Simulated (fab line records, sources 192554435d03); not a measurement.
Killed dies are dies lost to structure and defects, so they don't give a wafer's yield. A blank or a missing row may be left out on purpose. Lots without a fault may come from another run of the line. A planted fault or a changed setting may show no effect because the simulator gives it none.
Which tool did it? | flow n5_finfet | 11 lots, 32 wafers sampled, at 1 step of a route of 1938

WHAT THE GAUGES READ, wafer by wafer
N5_ILD0_THK_MEAS_13. Usual: thk_nm 17.6 nm, standard deviation 1.
lot  | measured    | on            | thk_nm (nm)    | flag
L708 | day 4 01:02 | film_metro-02 | 18.5 19.1 18.7 |
L710 | day 4 11:26 | film_metro-01 | 17.4 16.2 17.0 |
L711 | day 4 20:22 | film_metro-02 | 17.3 16.3 17.4 |
L712 | day 4 22:15 | film_metro-02 | 18.2 16.7 18.2 |
L718 | day 6 10:26 | film_metro-01 | 18.0 18.5 18.0 |
L719 | day 6 21:05 | film_metro-02 | 18.1 18.8 16.5 |
L724 | day 7 22:46 | film_metro-01 | 18.7 16.4      |
L725 | day 8 08:11 | film_metro-01 | 16.6 18.2 16.5 |
L726 | day 8 17:41 | film_metro-01 | 16.9 16.2 18.3 |
L728 | day 9 07:24 | film_metro-02 | 18.3 18.0 17.7 |
L730 | day 9 15:00 | film_metro-02 | 18.7 17.6 18.1 |

WHICH TOOL RAN EACH LOT (tool, then ch and the chambers of the sampled wafers, then the start)
The record holds no process step before these readings.

WHAT THE TOOLS THEMSELVES READ (means of the sampled wafers that have a number; where no wafer has one, the mark that the record gives instead)
The record holds no such reading with a usual standard deviation.

THE ANSWER, worked out from the rows above alone
Rule: a lot is off if the mean of its wafers that have a number lies more than 3 standard deviations from the usual mean. A lot without any number at a reading at which 4 lots or more have one is off too. The other lots that the step has rows for count as sound. The gauges are gone through in route order, then the tools' own readings, and for those a lot's mean is taken as printed above. The first step at which some lot is off is used, and at that step the reading that is off furthest; a lot without a number counts as furthest.
No lot is off at any reading shown: from this, nothing can be told.

WHAT THE SIMULATOR HAD PUT IN
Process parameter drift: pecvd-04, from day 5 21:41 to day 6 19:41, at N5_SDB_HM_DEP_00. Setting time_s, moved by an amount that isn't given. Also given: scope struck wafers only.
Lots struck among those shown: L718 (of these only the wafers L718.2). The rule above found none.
